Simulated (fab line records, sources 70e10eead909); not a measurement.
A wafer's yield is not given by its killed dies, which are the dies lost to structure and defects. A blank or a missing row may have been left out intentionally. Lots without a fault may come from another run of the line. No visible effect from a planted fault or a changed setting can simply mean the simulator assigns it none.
fab line records | flow nand-harc | part 2 of 2: steps 24 to 38 of 38
[record] lots = 5 wafers = 15 last-day = 31
route steps=1302 shown P_BONDPAD@361 A_START@389 A_ZERO_WELL@390
lots untouched by any fault: they come from a run of this same line in which no faults occurred
start-h: start of the lot's first displayed wafer, in hours after the record's first day | wait-h: hours since the lot's step before | " as in the row above | L1.1+2: a row that stands for several wafers | - no value, or no start was given | * or withheld: withheld | < > ~ a bound
route shown NAME@n: NAME is a module with steps in the file, n the number in the route of the first one | usual: mean/standard deviation of fault-free wafers | same: alike in all rows | chamber/n: place in a boat | sites: readings site by site | _std_site: standard deviation of those values | _edge_site: the outer-site mean with the inner-site mean subtracted | radius-mm: for every site, how far away it sits from the centre of the wafer | mask NAME#n: copy n | behind: tool/chamber where the wafer was last shaped | hold: cause of the lot's hold/its duration in hours/its outcome | device: the transistor (n, p or np) that didn't switch | end of line: the tests these same wafers got at the end of their route | where a step has no rows: the recipe by itself | killed: dies that structure and defects cost at the first sort, which is not the same as the wafer's yield | map: the dies of a wafer, with x for killed, . for not killed, _ for no die there
set.NAME: the setting that was run; set.NAME@STEP: the one run at that earlier step | model.NAME: the simulator's own value behind a step, which no gauge read
a table for each step, a row for each wafer; lots at some steps of the route
services: a tool's chamber out of use, with start hour (start-h, from the record's first day; less than 0 if before it), hours out, and reason
[[steps]]
[step NHARC_P_BONDPAD_ACTIVATE_29]
[recipe] time-s = 60 n2-flow-sccm = 200 ar-flow-sccm = 0 bias-power-w = 0 chemistry = N2
[usual] drypump-motor-current-A = 5.7/0.42 n2-flow-sccm = 199.9/0.61 oes-product-au = 1.001/0.0076 rf-vpp-V = 64.1/0.97 showerhead-plenum-p-Torr = 1.79/0.069
// columns lot.wafer tool chamber start-h wait-h drypump-motor-current-A n2-flow-sccm oes-product-au rf-hours-counter-h rf-vpp-V showerhead-plenum-p-Torr
L076.3 rie-diel-02 1 157.82 0.1 5.7 199.8 1.011 2.7 63.6 1.66
L076.2 " 2 " " 4.8 199.1 0.997 2.8 65.6 1.91
L076.4 " 0 " " 4.7 200.3 1.002 2.9 64.4 1.65
L082.4 rie-diel-02 1 225.93 0.1 5.7 200.0 1.021 0.0 64.1 1.66
L082.1 " 3 " " 5.4 201.2 0.995 0.0 64.8 1.87
L082.6 " 1 " " 5.7 199.9 0.995 - 64.1 1.66
L083.3 rie-diel-01 0 230.20 0.1 5.5 199.4 0.993 0.8 64.5 1.79
L083.5 " 3 " " 6.3 199.7 0.993 - 64.6 1.82
L083.6 " 0 " " 5.5 199.6 1.006 - 65.1 1.79
L085.1 rie-diel-06 3 246.84 0.1 5.9 200.8 0.994 5.5 63.6 1.77
L085.3 " 2 " " 5.9 200.3 1.006 5.6 63.9 1.77
L085.6 " 0 " " 5.7 198.3 0.998 - 64.1 1.86
L086.3 rie-diel-06 2 252.42 0.1 5.9 199.9 1.004 5.8 64.0 1.77
L086.2 " 3 " " 5.9 199.3 1.013 5.7 64.0 1.77
L086.6 " 3 " " 6.0 199.4 1.003 - 63.9 1.77
[step NHARC_P_BONDPAD_PRECLEAN_30]
[recipe] time-s = 300 temp-c = 23 chemistry = DIW
// columns lot.wafer tool chamber start-h wait-h
L076.2+4+3 wet-bench-08 0,2,3 157.97 0.1
L082.4+6+1 wet-bench-10 2,3,4 226.09 0.1
L083.6+3+5 wet-bench-08 4,5,7 230.39 0.1
L085.3+1+6 wet-bench-10 7,0,4 247.00 0.1
L086.3+2+6 wet-bench-10 0,2,3 252.59 0.2
[step NHARC_P_BONDPAD_SRD_31]
[recipe] time-s = 30 temp-c = 23 dry-time-s = 20 spin-rpm = 1500
// columns lot.wafer tool chamber start-h wait-h
L076.2+4+3 wet-bench-08 0,2,3 - -
L082.4+6+1 wet-bench-10 2,3,4 - -
L083.6+3+5 wet-bench-08 4,5,7 - -
L085.3+1+6 wet-bench-10 7,0,4 - -
L086.3+2+6 wet-bench-10 0,2,3 - -
[step NHARC_A_START_INSPECT_01]
[usual] raw-defect-count = 3.4/1.9
// columns lot.wafer tool chamber start-h wait-h raw-defect-count
L076.2 defect-inspect-02 - 158.22 - 1
L076.3 " - " " 4
L076.4 " - " " 4
L082.1 defect-inspect-02 - 226.34 - 0
L082.4 " - " " 3
L082.6 " - " " 4
L083.3 defect-inspect-02 - 230.69 - 5
L083.5 " - " " 3
L083.6 " - " " 5
L085.1 defect-inspect-02 - 247.25 - 2
L085.3 " - " " 4
L085.6 " - " " 2
L086.2 defect-inspect-01 - 252.83 - 1
L086.3 " - " " 3
L086.6 " - " " 1
[step NHARC_A_ZERO_WELL_PRECLEAN_00]
[recipe] time-s = 600 temp-c = 120 chemistry = SPM
[usual] bath-guard-temp-C = 120.0/0.54
// columns lot.wafer tool chamber start-h wait-h bath-guard-temp-C
L076.2 wet-bench-09 3 158.32 0.1 119.9
L076.4 " 4 " " 121.1
L076.3 " 6 " " 119.4
L082.4 wet-bench-02 3 226.44 0.1 119.6
L082.6 " 5 " " 119.8
L082.1 " 6 " " 119.8
L083.3 wet-bench-09 0 230.78 0.1 120.0
L083.6 " 1 " " 120.4
L083.5 " 3 " " 120.1
L085.1 wet-bench-03 3 247.36 0.1 120.7
L085.6 " 4 " " 120.8
L085.3 " 5 " " 119.4
L086.3 wet-bench-09 7 252.92 0.1 120.5
L086.2 " 2 " " 119.7
L086.6 " 3 " " 120.2
[step NHARC_A_ZERO_WELL_SRD_01]
// columns lot.wafer tool chamber start-h wait-h
L076.2+4+3 wet-bench-09 3,4,6 - -
L082.4+6+1 wet-bench-02 3,5,6 - -
L083.3+6+5 wet-bench-09 0,1,3 - -
L085.1+6+3 wet-bench-03 3,4,5 - -
L086.3+2+6 wet-bench-09 7,2,3 - -
[step NHARC_A_ZERO_WELL_DEHYDRATE_02]
[recipe] temp-c = 150 time-s = 120
// columns lot.wafer tool chamber start-h wait-h
L076.2+3+4 litho-track-03 0 158.62 -
L082.1+4+6 litho-track-03 0 226.75 -
L083.3+5+6 litho-track-03 0 231.09 -
L085.1+3+6 litho-track-02 0 247.65 -
L086.2+3+6 litho-track-05 0 253.23 -
[step NHARC_A_ZERO_WELL_HMDS_03]
[recipe] time-s = 30
// columns lot.wafer tool chamber start-h wait-h
L076.2+3+4 litho-track-03 0 - -
L082.1+4+6 litho-track-03 0 - -
L083.3+5+6 litho-track-03 0 - -
L085.1+3+6 litho-track-02 0 - -
L086.2+3+6 litho-track-05 0 - -
[step NHARC_A_ZERO_WELL_COAT_18]
[recipe] temp-c = 200 time-s = 65
// columns lot.wafer tool chamber start-h wait-h
L076.2+3+4 litho-track-03 0 - -
L082.1+4+6 litho-track-03 0 - -
L083.3+5+6 litho-track-03 0 - -
L085.1+3+6 litho-track-02 0 - -
L086.2+3+6 litho-track-05 0 - -
[step NHARC_A_ZERO_WELL_COAT_04]
[recipe] spin-rpm = 2000 resist-thk-nm = 600
[usual] spin-speed-rpm = 2000.2/1.4
// columns lot.wafer tool chamber start-h wait-h spin-speed-rpm
L076.2 litho-track-03 0 - - 2002.1
L076.3 " 0 " " 2003.0
L076.4 " 0 " " 2001.4
L082.1 litho-track-03 0 - - 1997.0
L082.4 " 0 " " 2000.4
L082.6 " 0 " " 2000.8
L083.3 litho-track-03 0 - - 2001.1
L083.5 " 0 " " 2000.5
L083.6 " 0 " " 1999.2
L085.1 litho-track-02 0 - - 2001.8
L085.3 " 0 " " 1998.6
L085.6 " 0 " " 2000.6
L086.2 litho-track-05 0 - - 1998.9
L086.3 " 0 " " 2000.2
L086.6 " 0 " " 2001.4
[step NHARC_A_ZERO_WELL_SOFTBAKE_05]
[recipe] temp-c = 125 time-s = 70
// columns lot.wafer tool chamber start-h wait-h
L076.2+3+4 litho-track-03 0 - -
L082.1+4+6 litho-track-03 0 - -
L083.3+5+6 litho-track-03 0 - -
L085.1+3+6 litho-track-02 0 - -
L086.2+3+6 litho-track-05 0 - -
[step NHARC_A_ZERO_WELL_EBR_06]
// columns lot.wafer tool chamber start-h wait-h
L076.2+3+4 litho-track-03 0 - -
L082.1+4+6 litho-track-03 0 - -
L083.3+5+6 litho-track-03 0 - -
L085.1+3+6 litho-track-02 0 - -
L086.2+3+6 litho-track-05 0 - -
[step NHARC_A_ZERO_WELL_EXPOSE_07]
[recipe] na = 0.55 dose-mj = 33.85 mask-id = A_ZERO
[same] na = 0.55
// columns lot.wafer tool chamber start-h wait-h mask
L076.2+3+4 krf-scanner-03 0 158.92 - A_ZERO#0
L082.1+4+6 krf-scanner-02 0 227.04 - A_ZERO#0
L083.3+5+6 krf-scanner-02 0 231.26 - A_ZERO#0
L085.1+3+6 krf-scanner-03 0 247.94 - A_ZERO#0
L086.2+3+6 krf-scanner-02 0 253.52 - A_ZERO#0
[step NHARC_A_ZERO_WELL_PEB_08]
[recipe] peb-temp-c = 128 peb-time-s = 80
// columns lot.wafer tool chamber start-h wait-h
L076.2+3+4 litho-track-02 0 158.98 0.1
L082.1+4+6 litho-track-03 0 227.11 0.1
L083.3+5+6 litho-track-03 0 231.32 0.1
L085.1+3+6 litho-track-03 0 248.01 0.1
L086.2+3+6 litho-track-02 0 253.58 0.1
[step NHARC_A_ZERO_WELL_DEVELOP_09]
[recipe] time-s = 50 dev-temp-c = 22
// columns lot.wafer tool chamber start-h wait-h
L076.2+3+4 litho-track-02 0 - -
L082.1+4+6 litho-track-03 0 - -
L083.3+5+6 litho-track-03 0 - -
L085.1+3+6 litho-track-03 0 - -
L086.2+3+6 litho-track-02 0 - -
[[services]]
// columns tool chamber start-h hours kind
wet-bench-03 - 134.20 3.6 repair
krf-scanner-02 - 134.52 1.6 repair
wet-bench-10 - 135.20 8.0 pm
ecd-cu-02 - 139.58 0.3 repair
krf-scanner-01 - 140.00 4.0 pm
rie-diel-02 3 144.55 7.4 repair
rie-diel-01 0 151.15 4.3 repair
wet-bench-10 - 154.47 3.6 repair
ecd-cu-01 - 160.63 8.0 pm
pvd-sputter-03 - 170.02 10.0 pm
wet-bench-09 - 176.80 8.0 pm
pvd-sputter-02 - 177.69 2.0 repair
pvd-sputter-03 - 187.09 10.1 repair
ecd-cu-01 - 194.67 11.8 repair
krf-scanner-02 - 198.93 1.2 repair
rie-diel-01 - 203.80 9.0 pm
krf-scanner-03 - 205.00 2.3 repair
pvd-sputter-02 - 206.90 1.7 repair
rie-diel-02 - 216.70 9.0 pm
wet-bench-10 - 219.85 3.0 repair
krf-scanner-03 - 224.00 4.0 pm
litho-track-02 - 227.01 7.0 pm
litho-track-07 - 251.00 7.0 pm
rie-diel-02 0 252.06 2.8 repair
